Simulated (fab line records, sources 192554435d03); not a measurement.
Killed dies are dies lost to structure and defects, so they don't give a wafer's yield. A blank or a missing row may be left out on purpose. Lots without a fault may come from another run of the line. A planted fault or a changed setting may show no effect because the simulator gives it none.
Chamber matching | flow n5_finfet | N5_BEOL_M0_STRIP_140 on rie_diel-01: 4 sister chambers
The step strips in CF4. 16 wafers are shown with their chamber, then 8 later ones without.

WAFERS WITH THEIR CHAMBER
wafer  | chamber | throttle_valve_pct (%) | showerhead_plenum_p_Torr (Torr) | oes_product_au (a.u.)
L074.2 | 2       | 14.0                   | 1.78                            | 0.72
L074.4 | 3       | 13.4                   | 1.74                            | 0.87
L074.5 | 2       | 14.0                   | 1.78                            | 0.70
L075.1 | 2       | 14.0                   | 1.78                            | 0.71
L075.3 | 0       | 13.3                   | 1.77                            | 0.83
L075.6 | 1       | 13.1                   | 1.83                            | 0.92
L082.1 | 1       | 13.2                   | 1.82                            | 0.88
L082.2 | 3       | 13.5                   | 1.74                            | 0.84
L082.4 | 2       | 14.0                   | 1.78                            | 0.69
L083.1 | 0       | 13.3                   | 1.76                            | 0.80
L083.3 | 1       | 13.2                   | 1.82                            | 0.87
L083.6 | 2       | 14.0                   | 1.77                            | 0.69
L088.1 | 3       | 13.5                   | 1.73                            | 0.83
L088.2 | 2       | 14.1                   | 1.77                            | 0.68
L088.6 | 0       | 13.3                   | 1.76                            | 0.79
L090.3 | 1       | 13.2                   | 1.82                            | 0.86

SIGNATURES (means of the wafers above)
reading                  | chamber 0 | chamber 1 | chamber 2 | chamber 3 | scatter within a chamber
throttle_valve_pct       | 13.300    | 13.175    | 14.017    | 13.467    | 0.0433
showerhead_plenum_p_Torr | 1.7633    | 1.8225    | 1.7767    | 1.7367    | 0.00534
oes_product_au           | 0.8067    | 0.8825    | 0.6983    | 0.8467    | 0.0202
Rule: a wafer's distance from a chamber is the root of the sum, over the readings, of the square of ((its reading less the chamber's mean) divided by the reading's scatter). The wafer belongs to the nearest chamber; if the next one is less than 2 further off, it can't be placed. The scatter: the root of (the sum of the squares of (reading less its chamber's mean) over the shown wafers, divided by (wafers less chambers)).

WAFERS WITHOUT THEIR CHAMBER
wafer  | throttle_valve_pct (%) | showerhead_plenum_p_Torr (Torr) | oes_product_au (a.u.)
L090.4 | 13.3                   | 1.76                            | 0.79
L090.6 | 14.1                   | 1.77                            | 0.68
L092.1 | 14.1                   | 1.77                            | 0.68
L092.2 | 13.5                   | 1.73                            | 0.81
L092.6 | 13.2                   | 1.82                            | 0.85
L096.1 | 13.4                   | 1.75                            | 0.78
L096.2 | 13.5                   | 1.73                            | 0.81
L096.5 | 13.5                   | 1.73                            | 0.81

WHICH CHAMBER EACH WENT THROUGH
wafer  | from the rows above     | in truth
L090.4 | 0                       | 0
L090.6 | 2                       | 2
L092.1 | 2                       | 2
L092.2 | 3                       | 3
L092.6 | 1                       | 1
L096.1 | can't be placed: 0 or 3 | 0
L096.2 | 3                       | 3
L096.5 | 3                       | 3
Placed correctly: 7 of 8. Can't be placed from these rows: 1 (the true chamber is among the candidates in 1). Placed wrongly: 0.
